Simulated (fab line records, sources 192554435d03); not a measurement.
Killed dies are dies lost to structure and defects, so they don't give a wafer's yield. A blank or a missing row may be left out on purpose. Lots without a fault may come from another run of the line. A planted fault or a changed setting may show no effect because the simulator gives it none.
Chamber matching | flow n5_finfet | N5_BEOL_M4_ETCH_64 on rie_diel-06: 4 sister chambers
The step etches SOC in N2/H2, target depth 75 nm, overetch 22.5 nm, time 121.9 s. 16 wafers are shown with their chamber, then 8 later ones without.

WAFERS WITH THEIR CHAMBER
wafer  | chamber | showerhead_plenum_p_Torr (Torr) | throttle_valve_pct (%) | drypump_motor_current_A (A)
L076.1 | 3       | 2.48                            | 17.68                  | 4.9
L076.4 | 1       | 2.55                            | 17.71                  | 5.3
L076.6 | 3       | 2.48                            | 17.67                  | 4.9
L077.2 | 3       | 2.48                            | 17.70                  | 4.9
L077.5 | 3       | 2.48                            | 17.69                  | 4.9
L077.6 | 2       | 2.47                            | 18.02                  | 5.2
L078.1 | 3       | 2.48                            | 17.68                  | 4.9
L078.2 | 0       | 2.63                            | 18.17                  | 5.1
L078.4 | 2       | 2.47                            | 18.02                  | 5.2
L079.1 | 1       | 2.55                            | 17.71                  | 5.4
L079.2 | 2       | 2.47                            | 18.01                  | 5.2
L079.5 | 3       | 2.48                            | 17.71                  | 4.9
L081.2 | 3       | 2.48                            | 17.69                  | 4.9
L081.4 | 0       | 2.63                            | 18.19                  | 5.1
L081.5 | 3       | 2.48                            | 17.70                  | 4.9
L084.2 | 2       | 2.46                            | 18.04                  | 5.2

SIGNATURES (means of the wafers above)
reading                  | chamber 0 | chamber 1 | chamber 2 | chamber 3 | scatter within a chamber
showerhead_plenum_p_Torr | 2.6300    | 2.5500    | 2.4675    | 2.4800    | 0.0025
throttle_valve_pct       | 18.1800   | 17.7100   | 18.0225   | 17.6900   | 0.0125
drypump_motor_current_A  | 5.100     | 5.350     | 5.200     | 4.900     | 0.0204
Rule: a wafer's distance from a chamber is the root of the sum, over the readings, of the square of ((its reading less the chamber's mean) divided by the reading's scatter). The wafer belongs to the nearest chamber; if the next one is less than 2 further off, it can't be placed. The scatter: the root of (the sum of the squares of (reading less its chamber's mean) over the shown wafers, divided by (wafers less chambers)).

WAFERS WITHOUT THEIR CHAMBER
wafer  | showerhead_plenum_p_Torr (Torr) | throttle_valve_pct (%) | drypump_motor_current_A (A)
L084.5 | 2.54                            | 17.72                  | 5.4
L084.6 | 2.46                            | 18.03                  | 5.2
L088.1 | 2.46                            | 18.06                  | 5.2
L088.2 | 2.47                            | 17.73                  | 4.9
L088.4 | 2.63                            | 18.17                  | 5.1
L092.1 | 2.45                            | 18.07                  | 5.3
L092.2 | 2.62                            | 18.22                  | 5.1
L092.5 | 2.62                            | 18.23                  | 5.0

WHICH CHAMBER EACH WENT THROUGH
wafer  | from the rows above | in truth
L084.5 | 1                   | 1
L084.6 | 2                   | 2
L088.1 | 2                   | 2
L088.2 | 3                   | 3
L088.4 | 0                   | 0
L092.1 | 2                   | 2
L092.2 | 0                   | 0
L092.5 | 0                   | 0
Placed correctly: 8 of 8. Can't be placed from these rows: 0. Placed wrongly: 0.
